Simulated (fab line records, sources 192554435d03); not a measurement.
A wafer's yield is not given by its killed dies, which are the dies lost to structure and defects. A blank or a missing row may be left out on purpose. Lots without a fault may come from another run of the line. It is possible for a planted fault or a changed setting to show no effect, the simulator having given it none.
A lot that was struck, set against a sound lot :: flow n5-finfet :: 38 steps out of a route of 1938
Sound: these wafers, L799.1, L799.3, L799.5. Struck: wafer L819.4 (L819.3, L819.6, from the same lot, were not struck and are left out); the cause is given at the end.
Order at every step that has rows: each side's tool, ch and its chambers, its first start. Under that, the readings that differ: sound wafers :: struck wafers :: difference of the means :: sigmas: that difference in standard deviations of wafers without a fault.
alike: same words and numbers on both sides, and readings whose means sit less than 2 such deviations apart. not compared: any withheld reading, any reading some wafer has no value for, any bound like >300 that may hide the same value, and any number with overlapping values for which the record gives no deviation.
A row with sigmas, a row that says differs or no value, or rows on one side alone: a step with any of these is where the two part. Non-overlapping numbers with no deviation appear without sigmas and do not part them. A reading that every wafer of one side lacks parts them only if that side has two wafers or more.

first, 11 steps without rows for these wafers: N5_BEOL_M5_SPUTTER_81 (material Cu, target thk 15 nm, time 27.62 s); N5_BEOL_M5_ANNEAL_82 (time 1800 s); N5_BEOL_M5_SPUTTER_83 (material Cu, target thk 15 nm, time 27.62 s); N5_BEOL_M5_ANNEAL_84 (time 1800 s); N5_BEOL_M5_SPUTTER_88 (material Cu, target thk 15 nm, time 27.62 s); N5_BEOL_M5_ANNEAL_89 (time 1800 s); N5_BEOL_M5_SPUTTER_90 (material Cu, target thk 4.5 nm, time 8.29 s); N5_BEOL_M5_ECD_50 (material Cu, target thk 300 nm); N5_BEOL_M5_ANNEAL_51 (time 90 s); N5_BEOL_M5_CMP_52 (polishes, stops on SiCOH lowk, t overpolish 6.9 s, target thk 62 nm); N5_BEOL_M5_PRE_CLEAN_77 (time 15 s).
N5_BEOL_M5_CO_CAP_78: material Co, precursor CCTBA/H2, target thk 2 nm, time 102.1 s.
  sound on cvd-co-02 ch 0,2, day 12 18:35; struck on cvd-co-02 ch 1, day 16 22:50
  alike: chamber-pressure-Torr, heater-power-w
then, 2 steps without rows for these wafers: N5_BEOL_M5_PRE_CLEAN_55 (time 15 s); N5_BEOL_M5_DEP_56 (deposits SiCN from 3MS/NH3, target thk 8 nm, time 14 s).
N5_BEOL_M5_INSPECT_58: inspects for defects (darkfield).
  sound: defect-inspect-02 at day 12 18:48; struck: defect-inspect-01 at day 16 23:02
reading: raw-defect-count
sound: 61 60 72
struck: 287
difference: +223
sigmas: +12
then, 12 steps without rows for these wafers: N5_BEOL_M6_ILD_DEP_00 (deposits SiCOH lowk from DEMS/porogen, target thk 179.75 nm, time 33.4 s); N5_BEOL_M6_CURE_74 (cures SiCOH lowk, time 240 s); N5_BEOL_M6_PECVD_70 (deposits SiO2 from TEOS/O2, target thk 20 nm, time 22.7 s); N5_BEOL_M6_HM_DEP_02 (deposits TiN, target thk 20 nm); N5_BEOL_M6_COAT_59 (time 60 s, resist thk 100 nm); N5_BEOL_M6_COAT_60 (time 60 s, resist thk 35 nm); N5_BEOL_M6_COAT_05 (resist thk 90 nm); N5_BEOL_M6_EBR_07; N5_BEOL_M6_SOFTBAKE_06 (time 60 s); N5_BEOL_M6_EXPOSE_08 (exposes mask M6); N5_BEOL_M6_PEB_09 (peb time 60 s); N5_BEOL_M6_DEVELOP_10 (develop time 30 s).
N5_BEOL_M6_INSPECT_13: inspects for defects (brightfield).
  sound: defect-inspect-02 at day 12 22:02; struck: defect-inspect-02 at day 17 01:08
reading: raw-defect-count
sound: 432 388 341
struck: 661
difference: +274
sigmas: +4
then, 8 steps without rows for these wafers: N5_BEOL_M6_DESCUM_16 (chemistry O2, time 7.9 s); N5_BEOL_M6_ETCH_61 (etches SiARC in CF4, target depth 45.5 nm, time 75.8 s); N5_BEOL_M6_ETCH_62 (etches SOC in N2/H2, target depth 110 nm, overetch 22 nm, time 165 s); N5_BEOL_M6_STRIP_68 (strips in N2/H2); N5_BEOL_M6_STRIP_67 (strips in CF4); N5_BEOL_M6_HM_OPEN_17 (chemistry Cl2/BCl3, target TiN, target depth 20 nm, overetch 6 nm); N5_BEOL_M6_STRIP_19 (strips in O2); N5_BEOL_M6_COAT_63 (time 60 s, resist thk 60 nm).
N5_BEOL_M6_INSPECT_30: inspects for defects (brightfield).
  sound: defect-inspect-01 at day 13 00:27; struck: defect-inspect-02 at day 17 03:44
reading: raw-defect-count
sound: 460 398 360
struck: 643
difference: +237
sigmas: +3
-- a jump in the record: the struck wafers' starts before and after are 4 days apart (it breaks off in module BEOL_M6 and resumes in module PASSIVATION, where the first step shown is number 1936 of the route) --
N5_PASSIVATION_PROBE_49:
  rows exist in the record for the struck wafers here (prober-02, day 20 23:11), but not for the sound ones

WHERE THEY PART
At N5_BEOL_M5_INSPECT_58 first; at N5_PASSIVATION_PROBE_49 last (within this record only).

WHY: what the simulator had put in
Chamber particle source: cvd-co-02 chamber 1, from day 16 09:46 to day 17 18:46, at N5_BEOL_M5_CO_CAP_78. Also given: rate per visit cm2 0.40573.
